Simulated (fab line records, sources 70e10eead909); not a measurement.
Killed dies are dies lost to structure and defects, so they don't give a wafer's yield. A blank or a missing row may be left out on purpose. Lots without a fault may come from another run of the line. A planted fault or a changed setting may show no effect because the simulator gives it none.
fab line records | flow nand_harc
record lots=6 wafers=18 last_day=34
route steps=1302 shown A_WL_FILL@959
lots that met no fault: from a run of the same line without faults
start_h: hours from the record's first day to the start of the lot's first wafer shown | wait_h: hours since the lot's step before | " the same as in the row above | L1.1+2: a row that stands for several wafers | - no value, or no start given | * or withheld: withheld | < > ~ a bound
route shown NAME@n: a module of which the file shows steps, and the number in the route of the first | usual: mean/standard deviation of fault-free wafers | same: alike in all rows | chamber/n: place in a boat | sites: the reading at each site | _std_site: their standard deviation | _edge_site: outer sites' mean less inner sites' | radius_mm: how far each site lies from the wafer's centre | mask NAME#n: copy n | behind: the tool/chamber that last shaped the wafer | hold: why the lot was held/for how many hours/how that ended | device: the transistor (n, p or np) that didn't switch | end of line: the same wafers' tests at the end of the route | a step without rows: its recipe alone | killed: dies lost to structure and defects at the first sort, not the wafer's yield | map: a wafer's dies, x killed, . not, _ none there
set.NAME: the setting as run; set.NAME@STEP: as run at that earlier step | model.NAME: the simulator's own value behind a step, which no gauge read
lots at some steps of the route; a table a step, a row a wafer
services: from which hour (start_h, from the record's first day; less than 0 if before it) a tool's chamber was out of use, for how many hours, and why
## steps
# step NHARC_A_WL_FILL_STRIP_27
# recipe power_w=1500 temp_c=250 time_s=20 chemistry=N2/H2
# usual drypump_motor_current_A=5.9/0.33 heater_power_w=340/20
# columns lot.wafer tool chamber start_h wait_h drypump_motor_current_A heater_power_w rf_hours_counter_h
L884.2 plasma_asher-02 1 478.26 0.1 5.5 361 7
L884.1 " 0 " " 5.8 310 7
L884.5 " 0 " " 5.8 307 -
L887.2 plasma_asher-02 1 491.28 0.1 5.5 369 10
L887.4 " 0 " " 5.8 313 -
L887.5 " 1 " " 5.5 359 -
L886.1 plasma_asher-01 0 491.34 0.1 5.7 360 33
L886.5 " 1 " " 6.4 355 -
L886.6 " 0 " " 5.7 358 -
L903.1 plasma_asher-01 1 662.31 0.1 6.4 351 29
L903.4 " 1 " " 6.4 356 -
L903.3 " 0 " " 5.8 325 -
L904.4 plasma_asher-02 1 673.80 0.2 5.5 362 -
L904.6 " 0 " " 5.8 316 -
L904.5 " 1 " " 5.5 366 -
L906.1 plasma_asher-02 0 710.70 0.1 5.8 316 18
L906.5 " 0 " " 5.8 321 -
L906.6 " 1 " " 5.5 367 -
# step NHARC_A_WL_FILL_STRIP_28
# recipe time_s=1200 temp_c=72.5 chemistry=post_etch_residue_remover
# step NHARC_A_WL_FILL_PRECLEAN_06
# recipe time_s=300 chemistry=DIW
# step NHARC_A_WL_FILL_SRD_07
# step NHARC_A_WL_FILL_ANNEAL_08
# recipe temp_c=450 time_s=1800
# step NHARC_A_WL_FILL_ALD_10
# recipe target_thk_a=500 pulse_time_s=10 ald_cycles=500 temp_c=300 material=SiO2
# usual heater_power_outer_w=258/31 heater_power_w=460/48 precursor_pulse_height_rel=0.998/0.019
# columns lot.wafer tool chamber start_h wait_h heater_power_outer_w heater_power_w precursor_pulse_height_rel
L884.2 ald_hk-04 0 491.41 1.1 267 483 1.009
L884.1 " 2 493.46 3.1 261 464 0.970
L884.5 " 3 494.49 4.2 278 484 0.990
L887.2 ald_hk-04 0 503.43 1.1 259 502 1.025
L887.4 " 1 504.47 2.1 285 471 1.003
L887.5 " 0 507.59 5.3 266 489 1.008
L886.1 ald_hk-01 3 503.93 1.6 225 433 0.975
L886.6 " 0 " " 265 478 0.965
L886.5 " 1 " " 227 398 1.002
L903.3 ald_hk-01 0 669.52 0.1 270 494 1.012
L903.4 " 1 " " 223 386 1.002
L903.1 " 3 671.07 1.6 240 458 1.039
L904.4 ald_hk-02 0 681.22 0.7 234 425 1.012
L904.6 " 3 682.76 2.2 241 425 0.990
L904.5 " 0 " " 232 421 1.001
L906.1 ald_hk-04 2 720.07 1.6 270 480 1.006
L906.6 " 3 " " 285 503 0.942
L906.5 " 0 " " 268 499 0.991
# step NHARC_A_WL_FILL_ETCHBACK_16
# recipe target_depth_a=1200 time_s=24 c4f8_flow_sccm=withheld o2_flow_sccm=8 ar_flow_sccm=withheld rf_w=600 bias_w=800 chemistry=C4F8/O2/Ar
# usual oes_product_au=0.979/0.028 rf_vpp_V=724/4.4
# columns lot.wafer tool chamber start_h wait_h oes_product_au rf_hours_counter_h rf_vpp_V
L884.2 rie_diel-02 2 - - 0.990 3.0 729
L884.1 " 3 " " 0.997 3.2 726
L884.5 " 2 " " 0.994 - 730
L886.1 rie_diel-13 1 - - 0.989 10.8 726
L886.5 " 1 " " 0.993 - 727
L886.6 " 0 " " 1.007 - 716
L887.2 rie_diel-02 0 - - 0.992 3.3 725
L887.4 " 2 " " 0.982 3.3 729
L887.5 " 1 " " 0.994 - 724
L903.1 rie_diel-06 1 - - 1.004 0.1 723
L903.3 " 2 " " 1.002 0.0 729
L903.4 " 3 " " 0.996 0.0 723
L904.4 rie_diel-02 3 - - 1.000 - 724
L904.5 " 3 " " 0.992 - 724
L904.6 " 0 " " 0.983 - 726
L906.1 rie_diel-13 0 - - 1.000 1.1 717
L906.6 " 0 " " 1.008 - 716
L906.5 " 1 " " 0.982 - 727
# step NHARC_A_WL_FILL_STRIP_29
# recipe time_s=20 o2_flow_sccm=500 ar_flow_sccm=0 bias_w=0 chemistry=O2
# usual drypump_motor_current_A=5.6/0.45 oes_product_au=0.996/0.0088 rf_vpp_V=57.9/0.94 showerhead_plenum_p_Torr=3.57/0.14 throttle_valve_pct=17.037/0.0087
# columns lot.wafer tool chamber start_h wait_h drypump_motor_current_A oes_product_au rf_hours_counter_h rf_vpp_V showerhead_plenum_p_Torr throttle_valve_pct
L884.1 rie_diel-02 1 498.19 0.1 5.8 0.998 3.0 56.7 3.53 17.044
L884.2 " 2 " " 5.6 0.992 3.0 58.5 3.74 17.033
L884.5 " 2 " " 5.6 0.995 - 58.6 3.74 17.036
L886.1 rie_diel-13 3 507.13 0.1 6.1 1.005 10.3 58.1 3.74 17.039
L886.5 " 3 " " 6.1 1.015 - 58.1 3.74 17.038
L886.6 " 1 " " 5.3 0.996 - 58.2 3.65 17.042
L887.2 rie_diel-02 1 510.29 0.1 5.7 0.990 3.2 58.4 3.53 17.036
L887.4 " 0 " " 5.0 0.992 3.3 58.1 3.60 17.033
L887.5 " 1 " " 5.7 0.993 - 58.1 3.53 17.041
L903.3 rie_diel-06 2 674.25 0.1 5.6 1.000 0.1 57.8 3.71 17.035
L903.4 " 3 " " 6.2 0.988 0.0 57.7 3.49 17.052
L903.1 " 0 " " 5.5 0.986 0.1 55.6 3.30 17.016
L904.4 rie_diel-02 0 685.52 0.1 5.0 0.986 - 58.8 3.59 17.033
L904.5 " 3 " " 6.3 1.019 - 58.5 3.56 17.040
L904.6 " 0 " " 5.0 0.994 - 56.7 3.60 17.048
L906.1 rie_diel-13 1 723.27 0.1 5.3 0.980 1.2 59.6 3.64 17.046
L906.5 " 2 " " 5.6 1.002 - 58.4 3.72 17.038
L906.6 " 3 " " 6.1 1.010 - 57.4 3.74 17.049
# step NHARC_A_WL_FILL_ETCHBACK_17
# recipe target_depth_a=40 time_s=26.7 chemistry=Cl2/BCl3
# step NHARC_A_WL_FILL_PRECLEAN_18
# recipe time_s=30 chemistry=dHF
# step NHARC_A_WL_FILL_SRD_21
# step NHARC_A_WL_FILL_CVD_23
# recipe target_thk_a=400 temp_c=620 pressure_mtorr=200 time_s=800 material=poly-Si
# usual pressure_mtorr=200.0/0.37 spike_tc_centre_C=620.2/1.5
# columns lot.wafer tool chamber start_h wait_h pressure_mtorr spike_tc_centre_C
L884.1 lpcvd_poly-02 0 501.19 2.7 199.8 619.2
L884.2 " 0 " " 200.1 622.4
L884.5 " 0 " " 200.3 619.1
L886.1 lpcvd_poly-02 0 539.88 32.4 200.3 620.3
L886.5 " 0 " " 199.8 620.4
L886.6 " 0 " " 199.7 621.0
L887.2 lpcvd_poly-03 0 542.93 32.3 199.9 620.6
L887.4 " 0 " " 199.4 620.6
L887.5 " 0 " " 200.2 620.6
L903.1 lpcvd_poly-04 0 676.98 2.4 200.5 618.8
L903.3 " 0 " " 200.8 619.8
L903.4 " 0 " " 200.4 620.2
L904.4 lpcvd_poly-03 0 688.02 2.2 199.7 622.5
L904.5 " 0 " " 200.6 621.1
L904.6 " 0 " " 200.5 623.3
L906.1 lpcvd_poly-04 0 727.05 3.5 200.0 618.1
L906.5 " 0 " " 200.4 619.6
L906.6 " 0 " " 200.1 620.4
# step NHARC_A_WL_FILL_ETCHBACK_26
# recipe target_depth_a=520 time_s=13.3 hbr_flow_sccm=150 rf_w=350 icp_w=350 bias_w=60 chemistry=HBr
# usual drypump_motor_current_A=5.8/0.34 oes_product_au=1.002/0.0099 throttle_valve_pct=23.265/0.0083
# columns lot.wafer tool chamber start_h wait_h drypump_motor_current_A oes_product_au rf_hours_counter_h throttle_valve_pct
L884.1 rie_si-02 2 503.82 0.4 5.9 1.012 0.3 23.261
L884.2 " 3 " " 5.6 0.997 0.3 23.269
L884.5 " 1 " " 5.6 1.015 - 23.283
L886.1 rie_si-05 0 542.48 0.4 5.9 1.015 0.2 23.270
L886.5 " 3 " " 6.2 1.010 - 23.267
L886.6 " 0 " " 5.9 1.012 - 23.250
L887.4 rie_si-03 1 545.52 0.4 6.2 0.997 0.8 23.267
L887.2 " 2 " " 6.2 0.998 0.6 23.253
L887.5 " 3 " " 6.1 0.994 - 23.274
L903.3 rie_si-02 2 679.55 0.4 5.9 0.993 0.2 23.273
L903.1 " 0 " " 5.2 1.009 0.2 23.263
L903.4 " 1 " " 5.6 1.003 0.2 23.266
L904.4 rie_si-02 2 690.60 0.4 6.0 0.979 0.3 23.254
L904.5 " 2 " " 6.0 0.984 - 23.266
L904.6 " 3 " " 5.5 0.997 - 23.260
L906.1 rie_si-03 1 729.68 0.4 6.2 1.004 1.1 23.275
L906.6 " 0 " " 5.9 0.990 - 23.257
L906.5 " 1 " " 6.2 1.005 - 23.258
## services
# columns tool chamber start_h hours kind
rie_si-03 2 462.66 3.3 repair
plasma_asher-01 - 465.39 4.0 repair
ald_hk-01 - 474.15 10.0 pm
rie_diel-06 0 475.36 7.9 repair
rie_si-02 3 479.53 5.3 repair
rie_diel-13 3 482.03 2.2 repair
rie_diel-13 2 492.94 17.1 repair
rie_diel-13 - 519.26 9.0 pm
plasma_asher-02 - 527.39 2.7 repair
rie_diel-02 0 532.83 4.0 repair
rie_si-02 1 537.85 10.8 repair
rie_diel-02 3 549.11 5.0 repair
rie_diel-02 - 570.82 9.0 pm
plasma_asher-02 - 575.22 0.5 repair
ald_hk-04 - 615.46 10.0 pm
plasma_asher-02 - 621.29 9.0 pm
rie_si-02 - 631.00 9.0 pm
rie_diel-13 2 669.42 3.1 repair
rie_diel-02 2 670.44 2.7 repair
rie_diel-02 2 678.53 9.0 repair
rie_diel-02 1 682.17 4.2 repair
rie_diel-02 2 693.29 8.1 repair
rie_diel-13 - 696.26 9.0 pm
rie_diel-02 1 718.12 6.8 repair
## key
first_sign step=NHARC_A_WL_FILL_CVD_23 reading=wait_h direction=changed
effect none on later readings
met_at NHARC_A_WL_FILL_CVD_23
struck_wafers L886.1,L886.5,L886.6,L887.2,L887.4,L887.5
rows_end L886.1,L886.6
sort_left_out L886.5,L887.2,L887.4,L887.5
tester_left_out L886,L887
fault kind=queue_time_violation tool=lpcvd_poly-02,lpcvd_poly-03,lpcvd_poly-04 chamber=0 onset_h=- steps=NHARC_A_WL_FILL_CVD_23 delay_hr=30 scope=struck_lots_only
# tester_left_out: of these lots the tester's yield and bins aren't shown, on N5 and GAA mostly nor the transistor test; their killed dies are dies lost to structure and defects alone, not to doping, threshold or leakage, so they don't give the yield
# sort_left_out: the simulated sort isn't trusted on such a fault, so these wafers' sort isn't shown, and their yield isn't known
# rows_end: these wafers met a further fault down the route, and their rows from its step on are left out
